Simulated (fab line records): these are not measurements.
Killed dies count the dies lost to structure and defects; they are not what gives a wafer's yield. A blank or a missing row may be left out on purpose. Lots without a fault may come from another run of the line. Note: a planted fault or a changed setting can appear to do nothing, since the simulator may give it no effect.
Split-lot study | flow n5 finfet | 7 lots, 21 wafers read, on a route of 1938 steps

ON THE SPLIT
At N5_BEOL_M0_SAQP_PECVD_96 (deposits a-Si from SiH4/He, target thk 45 nm, time 45.2 s), the setting time s was moved away from the recipe's 45.2 s on 9 of the 21 wafers read, by -11.2% to +9.6%. This setting was run at the recipe's value on the other wafers.

The reading is taken at the split's own step.

THE READING
a-Si_of_BEOL_M0_SAQP_PECVD_96.thk nm (the simulator's own value, which no gauge read), in nm, at N5_BEOL_M0_SAQP_PECVD_96 (deposits a-Si from SiH4/He, target thk 45 nm, time 45.2 s). There is no usual value for it anywhere in the file. The 12 wafers here that ran the recipe average 45.1 nm, standard deviation 0.77 nm.

wafer  | tool, chamber at the split | time s as run, s | against the recipe | a-Si_of_BEOL_M0_SAQP_PECVD_96.thk nm, nm | against lot-mates on the recipe
L077.2 | pecvd-02, 0                | 40.14            | -11.2%             | 40.2                                     | -5.2
L077.3 | pecvd-02, 2                | 45.2             | recipe             | 45.4                                     | -
L077.5 | pecvd-02, 1                | 40.14            | -11.2%             | 39.8                                     | -5.6
L078.2 | pecvd-04, 0                | 45.2             | recipe             | 44.2                                     | -
L078.3 | pecvd-04, 1                | 45.2             | recipe             | 44                                       | -
L078.5 | pecvd-04, 2                | 45.2             | recipe             | 44.6                                     | -
L079.3 | pecvd-04, 1                | 45.2             | recipe             | 44.2                                     | -
L079.4 | pecvd-04, 1,0              | 45.2             | recipe             | 44.8                                     | -
L079.6 | pecvd-04, 1,0              | 45.2             | recipe             | 44.8                                     | -
L080.2 | pecvd-02, 0                | 40.84            | -9.6%              | 41.2                                     | -4.3
L080.3 | pecvd-02, 1                | 45.2             | recipe             | 44.8                                     | -
L080.4 | pecvd-02, 1                | 45.2             | recipe             | 46.2                                     | -
L086.1 | pecvd-02, 2                | 49.54            | +9.6%              | 50                                       | +4.8
L086.2 | pecvd-02, 1                | 49.54            | +9.6%              | 49.8                                     | +4.6
L086.3 | pecvd-02, 0                | 45.2             | recipe             | 45.2                                     | -
L090.3 | pecvd-02, 0                | 47.03            | +4.0%              | 47.2                                     | no lot-mate on the recipe
L090.5 | pecvd-02, 0                | 47.03            | +4.0%              | 47                                       | no lot-mate on the recipe
L090.6 | pecvd-02, 2                | 47.03            | +4.0%              | 48                                       | no lot-mate on the recipe
L091.1 | pecvd-01, 1                | 46.9             | +3.8%              | 46.8                                     | +0.6
L091.4 | pecvd-01, 1                | 45.2             | recipe             | 46                                       | -
L091.6 | pecvd-01, 0                | 45.2             | recipe             | 46.4                                     | -
If several chambers appear in one row, that row covers several wafers at once and the file leaves open which wafer was in which chamber.

THE FIT
A straight line over all 21 wafers: a-Si_of_BEOL_M0_SAQP_PECVD_96.thk nm changes by +0.47 nm for each +1% of time s; r = +0.97; the points scatter about the line by 0.68 nm.
The same after taking each lot's own level away (the mean of its wafers on the recipe; 18 wafers): +0.469 nm for each +1%; r = +0.99; scatter 0.44 nm.
On that fit, the largest move of time s shifts the reading by 5.3 nm.
The lots' own levels span 44.27 to 46.20 nm, that is 2.5 times the standard deviation above.
The two slopes agree, so the slope changes little with the lot-to-lot level.
Check: for one of the wafers moved furthest among these (-11.2%), held out of the fit, the line's prediction against its lot-mates is -5.34 nm. Against them it came out at -5.2 nm.

OTHER SPLITS APPLIED TO THESE WAFERS
Note: prior to the reading, these wafers also went through further splits. Each is held against what the fit with the lots' levels taken away leaves over:
other split on the same wafers        | wafers away from the commonest value | r with a-Si_of_BEOL_M0_SAQP_PECVD_96.thk nm (lot level and that fit taken away)
N5_FIN_CUT_COAT_19 spin rpm           | 10                                   | +0.45
N5_DUMMY_GATE_COAT_28 spin rpm        | 6                                    | -0.08
N5_DUMMY_GATE_EXPOSE_12 dose mj       | 2                                    | +0.21
N5_SD_EPI_N_PEB_07 peb temp c         | 10                                   | -0.43
N5_SD_EPI_N_DEVELOP_08 develop time s | 7                                    | +0.22
N5_HKMG_FIN_COAT_66 spin rpm          | 5                                    | +0.02
N5_GATE_CUT_ALD_22 ald cycles         | 9                                    | -0.07
N5_MOL_CONTACT_COAG_COAT_78 spin rpm  | 5                                    | +0.07
N5_MOL_CONTACT_COAG_EXPOSE_81 dose mj | 6                                    | +0.35

THE FILE'S OWN FIT
a-Si_of_BEOL_M0_SAQP_PECVD_96.thk nm changes by +0.46 nm for each +1% of time s, r = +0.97.
